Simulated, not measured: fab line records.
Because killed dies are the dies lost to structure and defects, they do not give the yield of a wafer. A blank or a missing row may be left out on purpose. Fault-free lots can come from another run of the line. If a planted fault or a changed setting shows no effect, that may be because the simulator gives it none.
Chamber matching | flow nandHarc | NHARC_A_CONTACT_ALD_18 on aldMetal-01 has 4 sister chambers
The step deposits TiN, target thk 3 nm, pulse time 1 s, ald cycles 150. 4 wafers are shown with their chamber, then 7 later ones without.

## EACH WAFER AND ITS CHAMBER
wafer  | chamber | heaterPowerW (W)
L088.1 | 1       | 979
L088.2 | 2       | 1062
L088.3 | 0       | 967
L088.5 | 3       | 962

## WAFERS MISSING THEIR CHAMBER
wafer  | heaterPowerW (W)
L088.6 | 1015
L089.3 | 973
L089.4 | 1024
L089.6 | 996
L092.4 | 1022
L092.5 | 963
L092.6 | 983

## WHICH CHAMBER EACH WENT THROUGH
wafer  | from the rows above               | in truth
L088.6 | can't be placed: 1 or 2 or 0 or 3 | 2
L089.3 | can't be placed: 0 or 1 or 3      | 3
L089.4 | can't be placed: 2 or 1 or 0 or 3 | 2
L089.6 | can't be placed: 1 or 0 or 3 or 2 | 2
L092.4 | can't be placed: 2 or 1 or 0 or 3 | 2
L092.5 | can't be placed: 3 or 0 or 1      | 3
L092.6 | can't be placed: 1 or 0 or 3      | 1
Placed correctly: 0 of 7. From these rows, 7 cannot be placed; in 7 the true chamber is one of the candidates. Placed wrongly: 0.
How it was worked out, from the rows above alone: a wafer's distance from a chamber is the root of the sum, over the readings, of the square of ((its reading less the chamber's mean) divided by the reading's scatter). The wafer belongs to the nearest chamber; if the next one is less than 2 further off, it can't be placed. Each chamber's mean is taken over the wafers shown for it. The scatter (one wafer shown for each chamber): square how far every hidden wafer sits from the nearest shown wafer, average those squares and take the square root.
